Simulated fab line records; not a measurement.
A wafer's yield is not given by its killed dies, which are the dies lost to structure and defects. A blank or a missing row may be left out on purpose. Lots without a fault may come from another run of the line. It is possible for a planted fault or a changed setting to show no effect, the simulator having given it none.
Which tool is to blame? | flow nandHarc | Sampling: 24 lots, 72 wafers, 6 of 1302 route steps

WHAT THE GAUGES READ, wafer by wafer
Not one reading of a measure or inspect step in the record can be checked against a usual standard deviation.

EACH LOT AND THE TOOL THAT RAN IT (in order: tool; ch and the chambers of the sampled wafers; start)
lot  | NHARC_P_M0_STRIP_18               | NHARC_P_M0_ANNEAL_30            | NHARC_P_M1_DESCUM_14              | NHARC_P_M1_DEP_33               | NHARC_P_M2_STRIP_18               | NHARC_P_BONDPAD_DEP_00
L074 | rieDiel-05 ch 1,2,3, day 6 03:01  | rtpAnneal-01 ch 0, day 6 04:18  | rieDiel-07 ch 2,3, day 6 06:37    | pecvd-01 ch 0,1,2, day 6 09:24  | rieDiel-12 ch 1,2, day 6 11:14    | pecvd-02 ch 0,2, day 6 14:08
L075 | rieDiel-11 ch 1,2,3, day 6 12:50  | rtpAnneal-01 ch 0, day 6 14:05  | rieDiel-07 ch 1,2, day 6 16:29    | pecvd-02 ch 1,2, day 6 19:18    | rieDiel-06 ch 2,3, day 6 20:55    | pecvd-02 ch 0,1,2, day 6 23:40
L076 | rieDiel-11 ch 0,2,3, day 7 02:51  | rtpAnneal-02 ch 0, day 7 04:09  | rieDiel-02 ch 0,2,3, day 7 06:28  | pecvd-02 ch 0,1, day 7 09:16    | rieDiel-10 ch 2,3, day 7 11:13    | pecvd-04 ch 1,2, day 7 14:02
L077 | rieDiel-11 ch 1,2,3, day 7 05:45  | rtpAnneal-01 ch 0, day 7 07:02  | rieDiel-07 ch 2,3, day 7 09:35    | pecvd-04 ch 1,2, day 7 12:29    | rieDiel-12 ch 0,1, day 7 14:22    | pecvd-01 ch 0,1,2, day 7 17:22
L078 | rieDiel-01 ch 0,1,3, day 7 13:16  | rtpAnneal-01 ch 0, day 7 14:40  | rieDiel-07 ch 0,1,2, day 7 17:03  | pecvd-02 ch 0,1,2, day 7 19:53  | rieDiel-10 ch 0,1,2, day 7 21:37  | pecvd-02 ch 0,1,2, day 8 00:30
L079 | rieDiel-01 ch 0,1, day 8 06:10    | rtpAnneal-02 ch 0, day 8 07:27  | rieDiel-07 ch 0,1, day 8 09:44    | pecvd-01 ch 0,1, day 8 12:29    | rieDiel-12 ch 0,2,3, day 8 14:16  | pecvd-02 ch 1,2, day 8 17:02
L080 | rieDiel-11 ch 0,2,3, day 8 07:23  | rtpAnneal-02 ch 0, day 8 08:43  | rieDiel-07 ch 1,3, day 8 10:53    | pecvd-04 ch 0,1,2, day 8 13:36  | rieDiel-06 ch 0,1,2, day 8 15:28  | pecvd-04 ch 0,1, no start
L081 | rieDiel-01 ch 2,3, day 8 21:38    | rtpAnneal-02 ch 0, day 8 22:58  | rieDiel-07 ch 1,2,3, day 9 01:23  | pecvd-01 ch 0,2, day 9 04:11    | rieDiel-10 ch 0,1,3, day 9 06:00  | pecvd-02 ch 0,1,2, day 9 08:49
L082 | rieDiel-11 ch 0,1,3, day 9 11:00  | rtpAnneal-02 ch 0, day 9 12:16  | rieDiel-07 ch 0,3, day 9 14:29    | pecvd-04 ch 1,2, day 9 17:15    | rieDiel-10 ch 1,2, day 9 19:01    | pecvd-04 ch 0,1, day 9 21:47
L083 | rieDiel-05 ch 2,3, day 9 16:41    | rtpAnneal-02 ch 0, day 9 18:02  | rieDiel-02 ch 1,3, day 9 20:15    | pecvd-01 ch 0,1,2, day 9 22:58  | rieDiel-12 ch 0,2, day 10 00:43   | pecvd-04 ch 0,2, no start
L084 | rieDiel-11 ch 0,1,2, day 10 13:38 | rtpAnneal-01 ch 0, day 10 15:02 | rieDiel-02 ch 1,2,3, day 10 17:09 | pecvd-04 ch 0,1,2, day 10 20:06 | rieDiel-06 ch 1,2,3, day 10 21:41 | pecvd-01 ch 0,1,2, day 11 00:31
L085 | rieDiel-11 ch 0,3, day 10 19:24   | rtpAnneal-02 ch 0, day 10 20:44 | rieDiel-07 ch 0,2, day 10 22:59   | pecvd-02 ch 0,1, day 11 01:43   | rieDiel-12 ch 0,2, day 11 03:26   | pecvd-04 ch 0,1,2, day 11 06:12
L086 | rieDiel-11 ch 0,1,3, day 11 04:49 | rtpAnneal-01 ch 0, day 11 06:05 | rieDiel-02 ch 0,1, day 11 08:21   | pecvd-04 ch 0,1,2, day 11 11:06 | rieDiel-06 ch 2,3, day 11 12:55   | pecvd-04 ch 1,2, no start
L087 | rieDiel-11 ch 0,1,3, day 11 12:50 | rtpAnneal-02 ch 0, day 11 14:07 | rieDiel-02 ch 1,2,3, day 11 16:29 | pecvd-04 ch 0,1,2, day 11 19:17 | rieDiel-06 ch 1,2,3, day 11 22:14 | pecvd-01 ch 0,1,2, no start
L088 | rieDiel-11 ch 1,2,3, day 12 09:46 | rtpAnneal-01 ch 0, day 12 11:02 | rieDiel-07 ch 0,1,3, day 12 13:24 | pecvd-01 ch 0,1,2, day 12 16:15 | rieDiel-10 ch 1,2,3, day 12 18:05 | pecvd-02 ch 0,1,2, day 12 20:50
L089 | rieDiel-11 ch 0,2,3, day 12 11:16 | rtpAnneal-02 ch 0, day 12 12:32 | rieDiel-09 ch 1,2,3, day 12 14:52 | pecvd-02 ch 0,1,2, day 12 17:35 | rieDiel-12 ch 0,1,2, day 12 19:25 | pecvd-01 ch 0,1,2, day 12 22:12
L090 | rieDiel-11 ch 0,1,2, day 12 22:49 | rtpAnneal-01 ch 0, day 13 00:01 | rieDiel-07 ch 0,1, day 13 02:25   | pecvd-04 ch 0,1, day 13 05:09   | rieDiel-10 ch 1,2, day 13 07:08   | pecvd-01 ch 1,2, day 13 10:08
L091 | rieDiel-05 ch 1,2,3, day 13 00:50 | rtpAnneal-01 ch 0, day 13 02:08 | rieDiel-02 ch 0,3, day 13 04:25   | pecvd-01 ch 0,2, day 13 07:07   | rieDiel-10 ch 1,3, day 13 08:56   | pecvd-02 ch 0,2, day 13 11:49
L092 | rieDiel-01 ch 1,2,3, day 13 15:07 | rtpAnneal-01 ch 0, day 13 16:22 | rieDiel-02 ch 1,3, day 13 18:56   | pecvd-01 ch 0,1,2, day 13 21:50 | rieDiel-12 ch 0,2, day 13 23:48   | pecvd-04 ch 0,1, day 14 02:46
L093 | rieDiel-05 ch 0,2,3, day 13 23:34 | rtpAnneal-02 ch 0, day 14 00:51 | rieDiel-02 ch 1,2,3, day 14 03:32 | pecvd-04 ch 0,1, day 14 07:08   | rieDiel-10 ch 0,1,3, day 14 09:23 | pecvd-01 ch 1,2, day 14 12:13
L094 | rieDiel-05 ch 1,2, day 14 13:51   | rtpAnneal-02 ch 0, day 14 15:13 | rieDiel-07 ch 1,3, day 14 17:27   | pecvd-01 ch 0,2, day 14 20:13   | rieDiel-10 ch 1,2,3, day 14 22:09 | pecvd-02 ch 0,1,2, day 15 01:05
L095 | rieDiel-05 ch 0,1,2, day 14 14:34 | rtpAnneal-01 ch 0, day 14 15:56 | rieDiel-02 ch 0,1, day 14 18:14   | pecvd-01 ch 0,1,2, day 14 21:02 | rieDiel-10 ch 0,1,2, day 14 22:58 | pecvd-01 ch 0,2, day 15 01:53
L096 | rieDiel-11 ch 1,3, day 15 01:36   | rtpAnneal-01 ch 0, day 15 02:55 | rieDiel-02 ch 1,2, day 15 05:22   | pecvd-04 ch 0,1, day 15 08:12   | rieDiel-10 ch 2,3, day 15 10:04   | pecvd-01 ch 1,2, day 15 13:02
L097 | rieDiel-11 ch 0,2,3, day 15 13:19 | rtpAnneal-02 ch 0, day 15 14:34 | rieDiel-07 ch 0,1,2, day 15 16:59 | pecvd-02 ch 0,1,2, day 15 19:46 | rieDiel-06 ch 1,2,3, day 15 21:35 | pecvd-01 ch 0,1,2, day 16 00:20
- NHARC_P_M0_STRIP_18: strips in N2/H2.
- NHARC_P_M0_ANNEAL_30: time 90 s.
- NHARC_P_M1_DESCUM_14: chemistry O2, time 3 s.
- NHARC_P_M1_DEP_33: deposits SiCN, target thk 30 nm.
- NHARC_P_M2_STRIP_18: strips in N2/H2.
- NHARC_P_BONDPAD_DEP_00: deposits SiCN, target thk 250 nm.

WHAT THE TOOLS THEMSELVES READ (means of the sampled wafers that have a number; where no wafer has one, the mark that the record gives instead)
NHARC_P_M0_STRIP_18.
lot  | tool       | drypumpMotorCurrentA (A) | oesProductAu (a.u.) | rfVppV (V) | showerheadPlenumPTorr (Torr) | throttleValvePct (%)
L074 | rieDiel-05 | 5.6                      | 1.009               | 91.2       | 2.08                         | 14.167
L075 | rieDiel-11 | 5.7                      | 1.008               | 91.3       | 2.00                         | 14.179
L076 | rieDiel-11 | 5.4                      | 1.007               | 90.8       | 2.09                         | 14.168
L077 | rieDiel-11 | 5.7                      | 0.997               | 90.3       | 2.00                         | 14.177
L078 | rieDiel-01 | 5.7                      | 1.001               | 90.3       | 2.02                         | 14.176
L079 | rieDiel-01 | 5.7                      | 0.998               | 90.2       | 1.97                         | 14.169
L080 | rieDiel-11 | 5.4                      | 1.003               | 91.5       | 2.09                         | 14.168
L081 | rieDiel-01 | 6.0                      | 1.002               | 91.1       | 2.04                         | 14.175
L082 | rieDiel-11 | 5.5                      | 1.006               | 89.8       | 2.08                         | 14.162
L083 | rieDiel-05 | 5.4                      | 1.012               | 90.1       | 1.96                         | 14.172
L084 | rieDiel-11 | 5.7                      | 1.000               | 90.8       | 2.01                         | 14.173
L085 | rieDiel-11 | 5.2                      | 0.995               | 91.3       | 2.16                         | 14.157
L086 | rieDiel-11 | 5.5                      | 0.998               | 91.5       | 2.08                         | 14.170
L087 | rieDiel-11 | 5.5                      | 0.997               | 91.2       | 2.08                         | 14.164
L088 | rieDiel-11 | 5.6                      | 1.000               | 90.6       | 2.00                         | 14.169
L089 | rieDiel-11 | 5.4                      | 1.001               | 90.6       | 2.08                         | 14.167
L090 | rieDiel-11 | 5.8                      | 1.007               | 90.7       | 2.01                         | 14.163
L091 | rieDiel-05 | 5.6                      | 1.001               | 91.3       | 2.17                         | 14.171
L092 | rieDiel-01 | 5.8                      | 0.980               | 90.8       | 2.00                         | 14.177
L093 | rieDiel-05 | 5.4                      | 0.998               | 91.1       | 2.13                         | 14.175
L094 | rieDiel-05 | 5.8                      | 0.996               | 90.6       | 2.16                         | 14.169
L095 | rieDiel-05 | 5.6                      | 0.994               | 92.0       | 2.12                         | 14.171
L096 | rieDiel-11 | 5.7                      | 1.012               | 90.3       | 1.99                         | 14.181
L097 | rieDiel-11 | 5.4                      | 1.010               | 90.9       | 2.08                         | 14.167

NHARC_P_M0_ANNEAL_30.
lot  | tool         | wafer_temp_C_max
L074 | rtpAnneal-01 | 225.84
L075 | rtpAnneal-01 | 225.28
L076 | rtpAnneal-02 | 225.72
L077 | rtpAnneal-01 | 225.58
L078 | rtpAnneal-01 | 225.72
L079 | rtpAnneal-02 | 225.92
L080 | rtpAnneal-02 | 225.91
L081 | rtpAnneal-02 | 226.18
L082 | rtpAnneal-02 | 225.96
L083 | rtpAnneal-02 | 226.05
L084 | rtpAnneal-01 | 225.79
L085 | rtpAnneal-02 | 225.73
L086 | rtpAnneal-01 | 225.58
L087 | rtpAnneal-02 | 226.02
L088 | rtpAnneal-01 | 225.93
L089 | rtpAnneal-02 | 225.72
L090 | rtpAnneal-01 | 225.41
L091 | rtpAnneal-01 | 225.81
L092 | rtpAnneal-01 | 225.83
L093 | rtpAnneal-02 | 225.88
L094 | rtpAnneal-02 | 225.91
L095 | rtpAnneal-01 | 225.73
L096 | rtpAnneal-01 | 225.85
L097 | rtpAnneal-02 | 225.84

NHARC_P_M1_DESCUM_14.
lot  | tool       | drypumpMotorCurrentA (A) | oesProductAu (a.u.) | rfVppV (V) | showerheadPlenumPTorr (Torr) | throttleValvePct (%)
L074 | rieDiel-07 | 6.2                      | 0.992               | 57.9       | 1.93                         | 11.316
L075 | rieDiel-07 | 6.1                      | 0.991               | 57.7       | 1.84                         | 11.306
L076 | rieDiel-02 | 6.3                      | 1.011               | 58.5       | 1.89                         | 11.306
L077 | rieDiel-07 | 6.2                      | 0.998               | 57.3       | 1.93                         | 11.318
L078 | rieDiel-07 | 6.0                      | 0.994               | 57.5       | 1.86                         | 11.306
L079 | rieDiel-07 | 5.9                      | 0.986               | 56.7       | 1.85                         | 11.312
L080 | rieDiel-07 | 6.3                      | 1.006               | 57.5       | 1.83                         | 11.310
L081 | rieDiel-07 | 6.2                      | 1.000               | 57.8       | 1.88                         | 11.299
L082 | rieDiel-07 | 6.3                      | 1.007               | 58.0       | 1.91                         | 11.318
L083 | rieDiel-02 | 5.9                      | 0.994               | 57.8       | 1.87                         | 11.316
L084 | rieDiel-02 | 6.0                      | 0.997               | 57.4       | 1.89                         | 11.302
L085 | rieDiel-07 | 5.8                      | 1.004               | 57.6       | 1.89                         | 11.308
L086 | rieDiel-02 | 6.3                      | 0.988               | 57.7       | 1.89                         | 11.304
L087 | rieDiel-02 | 6.0                      | 0.992               | 57.5       | 1.89                         | 11.306
L088 | rieDiel-07 | 6.1                      | 1.008               | 56.8       | 1.85                         | 11.313
L089 | rieDiel-09 | 6.2                      | 0.991               | 58.6       | 2.01                         | 11.310
L090 | rieDiel-07 | 5.9                      | 0.998               | 57.2       | 1.84                         | 11.315
L091 | rieDiel-02 | 6.3                      | 1.002               | 58.0       | 1.85                         | 11.311
L092 | rieDiel-02 | 6.0                      | 0.996               | 57.2       | 1.85                         | 11.317
L093 | rieDiel-02 | 6.1                      | 0.999               | 57.1       | 1.89                         | 11.319
L094 | rieDiel-07 | 6.5                      | 1.011               | 56.5       | 1.87                         | 11.314
L095 | rieDiel-02 | 6.3                      | 0.993               | 57.2       | 1.89                         | 11.309
L096 | rieDiel-02 | 5.9                      | 0.984               | 58.0       | 1.90                         | 11.311
L097 | rieDiel-07 | 6.0                      | 0.998               | 57.4       | 1.86                         | 11.302

NHARC_P_M1_DEP_33.
lot  | tool     | heaterPowerW (W)
L074 | pecvd-01 | 567
L075 | pecvd-02 | 561
L076 | pecvd-02 | 511
L077 | pecvd-04 | 578
L078 | pecvd-02 | 570
L079 | pecvd-01 | 600
L080 | pecvd-04 | 553
L081 | pecvd-01 | 561
L082 | pecvd-04 | 587
L083 | pecvd-01 | 549
L084 | pecvd-04 | 573
L085 | pecvd-02 | 479
L086 | pecvd-04 | 571
L087 | pecvd-04 | 600
L088 | pecvd-01 | 582
L089 | pecvd-02 | 575
L090 | pecvd-04 | 491
L091 | pecvd-01 | 577
L092 | pecvd-01 | 560
L093 | pecvd-04 | 494
L094 | pecvd-01 | 502
L095 | pecvd-01 | 530
L096 | pecvd-04 | 570
L097 | pecvd-02 | 530

NHARC_P_M2_STRIP_18.
lot  | tool       | drypumpMotorCurrentA (A) | oesProductAu (a.u.) | rfVppV (V) | showerheadPlenumPTorr (Torr) | throttleValvePct (%)
L074 | rieDiel-12 | 5.7                      | 0.993               | 90.9       | 2.17                         | 14.168
L075 | rieDiel-06 | 6.0                      | 0.998               | 90.4       | 1.95                         | 14.176
L076 | rieDiel-10 | 5.6                      | 1.010               | 91.0       | 2.14                         | 14.173
L077 | rieDiel-12 | 6.6                      | 0.994               | 91.0       | 2.06                         | 14.177
L078 | rieDiel-10 | 6.0                      | 1.006               | 90.3       | 2.05                         | 14.171
L079 | rieDiel-12 | 6.0                      | 1.003               | 90.4       | 2.10                         | 14.172
L080 | rieDiel-06 | 5.9                      | 1.003               | 91.2       | 2.01                         | 14.167
L081 | rieDiel-10 | 5.9                      | 0.994               | 90.9       | 2.08                         | 14.167
L082 | rieDiel-10 | 5.8                      | 1.010               | 90.9       | 1.99                         | 14.166
L083 | rieDiel-12 | 6.0                      | 0.990               | 90.7       | 1.99                         | 14.168
L084 | rieDiel-06 | 6.1                      | 1.000               | 90.3       | 2.00                         | 14.175
L085 | rieDiel-12 | 5.6                      | 0.994               | 91.6       | 2.09                         | 14.171
L086 | rieDiel-06 | 6.0                      | 1.003               | 89.9       | 1.95                         | 14.177
L087 | rieDiel-06 | 6.1                      | 0.997               | 90.3       | 2.00                         | 14.170
L088 | rieDiel-10 | 5.7                      | 0.992               | 91.8       | 2.07                         | 14.172
L089 | rieDiel-12 | 6.1                      | 1.000               | 90.3       | 2.07                         | 14.172
L090 | rieDiel-10 | 5.8                      | 0.998               | 90.2       | 2.04                         | 14.168
L091 | rieDiel-10 | 5.7                      | 1.001               | 90.3       | 2.02                         | 14.171
L092 | rieDiel-12 | 5.6                      | 1.004               | 91.6       | 2.09                         | 14.172
L093 | rieDiel-10 | 5.9                      | 0.988               | 90.9       | 2.08                         | 14.167
L094 | rieDiel-10 | 5.7                      | 1.003               | 90.6       | 2.06                         | 14.175
L095 | rieDiel-10 | 6.0                      | 0.996               | 91.0       | 2.05                         | 14.177
L096 | rieDiel-10 | 5.6                      | 1.001               | 91.3       | 2.11                         | 14.173
L097 | rieDiel-06 | 6.1                      | 1.004               | 91.1       | 1.99                         | 14.164

NHARC_P_BONDPAD_DEP_00.
lot  | tool     | heaterPowerW (W)
L074 | pecvd-02 | 547
L075 | pecvd-02 | 542
L076 | pecvd-04 | 573
L077 | pecvd-01 | 577
L078 | pecvd-02 | 556
L079 | pecvd-02 | 571
L080 | pecvd-04 | 566
L081 | pecvd-02 | 516
L082 | pecvd-04 | 543
L083 | pecvd-04 | 614
L084 | pecvd-01 | 575
L085 | pecvd-04 | 548
L086 | pecvd-04 | 618
L087 | pecvd-01 | 547
L088 | pecvd-02 | 514
L089 | pecvd-01 | 525
L090 | pecvd-01 | 577
L091 | pecvd-02 | 550
L092 | pecvd-04 | 545
L093 | pecvd-01 | 538
L094 | pecvd-02 | 510
L095 | pecvd-01 | 553
L096 | pecvd-01 | 598
L097 | pecvd-01 | 553

THE ANSWER, worked out from the rows above alone
Rule: the lots themselves supply what counts as usual. Put in order of their means at a reading, lots are off if they are a third of the lots or fewer, leave a main group of 4 or more, and stand apart from it by a gap of 3 or more times the standard deviation of the main group's means; of several such gaps the widest counts. Not used: any main group whose means are identical at the precision the tables above print for the reading. A lot without any number at a reading at which 4 lots or more have one is off too. Where the step has rows for the other lots, those lots are counted as sound. First the gauges in route order, then the tools' own readings, where a lot's mean is used as printed above. At the first step where some lot is off, the reading lying furthest off is the one used; lots without a number count as furthest.
No lot is off on any of the readings shown, so nothing can be concluded from this.

WHAT THE SIMULATOR PUT IN
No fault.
